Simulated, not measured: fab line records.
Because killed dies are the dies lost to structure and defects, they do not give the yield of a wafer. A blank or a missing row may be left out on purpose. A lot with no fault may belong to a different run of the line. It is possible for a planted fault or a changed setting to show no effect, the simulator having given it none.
Chamber matching + flow nandHarc + cmp-01 running NHARC_P_CONTACT_CMP_01: 4 sister chambers
The step polishes SiO2, target thk 200 nm. 22 wafers are shown with their chamber, then 11 later ones without.

== WAFERS PAIRED WITH THEIR CHAMBERS ==
| wafer  | chamber | motorCurrentA (A) | slurryFilterDpKPa (kPa) | retainingRingPressureFrac |
|--------|---------|-------------------|-------------------------|---------------------------|
| L074.3 | 2       | 13.4              | 13.42                   | 0.996                     |
| L074.5 | 1       | 14.5              | 13.53                   | 0.995                     |
| L074.6 | 0       | 10.7              | 13.41                   | 1.000                     |
| L076.1 | 1       | 15.0              | 13.49                   | 0.998                     |
| L076.3 | 0       | 11.4              | 13.49                   | 1.004                     |
| L076.6 | 1       | 14.3              | 13.63                   | 0.999                     |
| L077.2 | 2       | 12.5              | 13.53                   | 1.013                     |
| L077.4 | 0       | 10.7              | 13.63                   | 1.003                     |
| L077.6 | 3       | 11.3              | 13.75                   | 0.995                     |
| L080.2 | 1       | 14.5              | 13.45                   | 1.000                     |
| L080.3 | 3       | 11.2              | 13.27                   | 0.995                     |
| L080.5 | 2       | 13.0              | 13.44                   | 1.009                     |
| L082.2 | 0       | 10.8              | 13.63                   | 0.995                     |
| L082.4 | 2       | 13.0              | 13.62                   | 1.000                     |
| L082.6 | 2       | 13.0              | 13.42                   | 0.992                     |
| L084.2 | 1       | 14.4              | 13.72                   | 0.997                     |
| L084.3 | 0       | 10.8              | 13.37                   | 0.998                     |
| L084.6 | 1       | 13.9              | 13.69                   | 0.996                     |
| L085.1 | 2       | 13.7              | 13.39                   | 0.996                     |
| L085.3 | 3       | 11.0              | 13.88                   | 1.000                     |
| L085.6 | 3       | 10.8              | 13.39                   | 1.006                     |
| L088.3 | 1       | 14.6              | 13.48                   | 1.007                     |

SIGNATURES (averages over the wafers above)
| reading                   | chamber 0 | chamber 1 | chamber 2 | chamber 3 | scatter within a chamber |
|---------------------------|-----------|-----------|-----------|-----------|--------------------------|
| motorCurrentA             | 10.880    | 14.457    | 13.100    | 11.075    | 0.333                    |
| slurryFilterDpKPa         | 13.5060   | 13.5700   | 13.4700   | 13.5725   | 0.153                    |
| retainingRingPressureFrac | 1.00000   | 0.99886   | 1.00100   | 0.99900   | 0.00563                  |
Rule: distance of a wafer from a chamber = root of the sum over the readings of ((wafer's reading minus chamber's mean) / reading's scatter) squared. The wafer belongs to the nearest chamber; if the next one is less than 2 further off, it can't be placed. How the scatter is found: for the shown wafers, subtract from each reading the mean of its chamber, square and add these, divide the total by (wafers less chambers), then take the root.

== WAFERS MISSING THEIR CHAMBER ==
| wafer  | motorCurrentA (A) | slurryFilterDpKPa (kPa) | retainingRingPressureFrac |
|--------|-------------------|-------------------------|---------------------------|
| L088.4 | 10.7              | 13.30                   | 1.000                     |
| L088.6 | 11.1              | 13.66                   | 0.998                     |
| L091.1 | 13.3              | 13.35                   | 1.004                     |
| L091.2 | 14.3              | 13.73                   | 1.004                     |
| L091.3 | 10.7              | 13.51                   | 0.997                     |
| L090.1 | 14.2              | 13.30                   | 1.009                     |
| L090.2 | 13.6              | 13.41                   | 1.006                     |
| L090.5 | 13.9              | 13.44                   | 1.005                     |
| L095.2 | 14.0              | 13.19                   | 1.000                     |
| L095.3 | 11.0              | 13.38                   | 0.993                     |
| L095.6 | 11.4              | 13.74                   | 1.002                     |

== CHAMBER TAKEN BY EACH ==
| wafer  | from the rows above     | in truth |
|--------|-------------------------|----------|
| L088.4 | can't be placed: 0 or 3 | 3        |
| L088.6 | can't be placed: 3 or 0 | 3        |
| L091.1 | 2                       | 2        |
| L091.2 | 1                       | 1        |
| L091.3 | can't be placed: 0 or 3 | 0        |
| L090.1 | can't be placed: 1 or 2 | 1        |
| L090.2 | can't be placed: 2 or 1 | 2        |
| L090.5 | can't be placed: 1 or 2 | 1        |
| L095.2 | can't be placed: 1 or 2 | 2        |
| L095.3 | can't be placed: 0 or 3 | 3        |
| L095.6 | can't be placed: 3 or 0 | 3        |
2 of 11 placed correctly. Can't be placed from these rows: 9 (the true chamber is among the candidates in 9). Number placed wrongly: 0.
